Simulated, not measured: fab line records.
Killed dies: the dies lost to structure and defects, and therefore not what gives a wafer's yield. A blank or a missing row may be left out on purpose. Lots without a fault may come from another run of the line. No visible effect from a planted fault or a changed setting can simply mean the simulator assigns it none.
Struck lot and sound lot, side by side || flow n5_finfet || 14 steps out of a route of 1938
Sound: the wafers L403.2, L403.3, L403.5. Struck: wafer L414.6 (left out: L414.4, a lot-mate that was not struck); the cause follows at the end.
Per side, at each step with rows, come the tool, then ch with its chambers, and then its first start. Under that, the readings that differ: sound wafers || struck wafers || difference of the means || sigmas: that difference in standard deviations of wafers without a fault.
alike: readings whose means differ by less than 2 such deviations, and words and numbers that are the same on both sides. not compared: withheld readings, readings that some wafer has no value for, bounds like >300 that may hide the same value, and numbers for which the record gives no deviation and whose values overlap.
Wherever a step has rows on one side only, a row that says differs or no value, or a row with sigmas, the two part there. Non-overlapping numbers with no deviation appear without sigmas and do not part them. A reading that every wafer of one side lacks parts them only if that side has two wafers or more.

first, 7 steps without rows for these wafers: N5_BEOL_M7_COAT_60 (time 60 s, resist thk 35 nm); N5_BEOL_M7_COAT_05 (resist thk 90 nm); N5_BEOL_M7_EBR_07; N5_BEOL_M7_SOFTBAKE_06 (time 60 s); N5_BEOL_M7_EXPOSE_08 (exposes mask M7); N5_BEOL_M7_PEB_09 (peb time 60 s); N5_BEOL_M7_DEVELOP_10 (develop time 30 s).
N5_BEOL_M7_CD_MEAS_11 targets a cd of 38.5 nm.
  sound on cd_sem-03 ch 0, day 9 03:17; struck on cd_sem-01 ch 0, day 12 08:33
  alike: cd_nm
N5_BEOL_M7_OVL_MEAS_12:
  sound on overlay-02 ch 0, day 9 03:19; struck on overlay-01 ch 0, day 12 08:35
  alike: M7_OVL
N5_BEOL_M7_INSPECT_13: inspects for defects (brightfield).
  sound on defect_inspect-02 at day 9 03:20; struck on defect_inspect-02 at day 12 08:36
  alike: raw_defect_count
N5_BEOL_M7_DESCUM_16: chemistry O2, time 7.9 s.
  sound on rie_diel-01 ch 0,3, day 9 03:26; struck on rie_diel-03 ch 3, day 12 08:38
{"reading": "throttle_valve_pct (%)", "sound": "20.7 20.7 20.7", "struck": 19.9, "difference": -0.8, "sigmas": -2}
  alike: drypump_motor_current_A, oes_product_au, rf_vpp_V, showerhead_plenum_p_Torr
  not compared: rf_hours_counter_h
N5_BEOL_M7_ETCH_61: etches SiARC in CF4, target depth 45.5 nm, time 75.8 s.
  sound on rie_diel-01 ch 0,3, day 9 03:28; struck on rie_diel-03 ch 3, day 12 08:40
{"reading": "throttle_valve_pct (%)", "sound": "15.95 16.03 15.95", "struck": 15.32, "difference": -0.66, "sigmas": -3}
  alike: drypump_motor_current_A, etch_rf_on_time_s, oes_product_au, rf_vpp_V, showerhead_plenum_p_Torr
  not compared: rf_hours_counter_h
N5_BEOL_M7_ETCH_62: etches SOC in N2/H2, target depth 110 nm, overetch 22 nm, time 165 s.
  sound on rie_diel-01 ch 0,3, day 9 03:31; struck on rie_diel-03 ch 3, day 12 08:43
{"reading": "throttle_valve_pct (%)", "sound": "18.15 18.48 18.13", "struck": 17.67, "difference": -0.58, "sigmas": -2}
{"reading": "model.SiARC_of_BEOL_M7_COAT_60.thk_nm (nm)", "sound": "28.6 28.2 28.6", "struck": 25.4, "difference": -3.1, "sigmas": ""}
  alike: drypump_motor_current_A, oes_product_au, rf_vpp_V, showerhead_plenum_p_Torr
  not compared: rf_hours_counter_h
then, 1 step without rows for these wafers: N5_BEOL_M7_STRIP_68 (strips in N2/H2).

WHERE THEY PART
Earliest at N5_BEOL_M7_DESCUM_16; latest, in this record, at N5_BEOL_M7_ETCH_62.

WHY: the cause the simulator had injected
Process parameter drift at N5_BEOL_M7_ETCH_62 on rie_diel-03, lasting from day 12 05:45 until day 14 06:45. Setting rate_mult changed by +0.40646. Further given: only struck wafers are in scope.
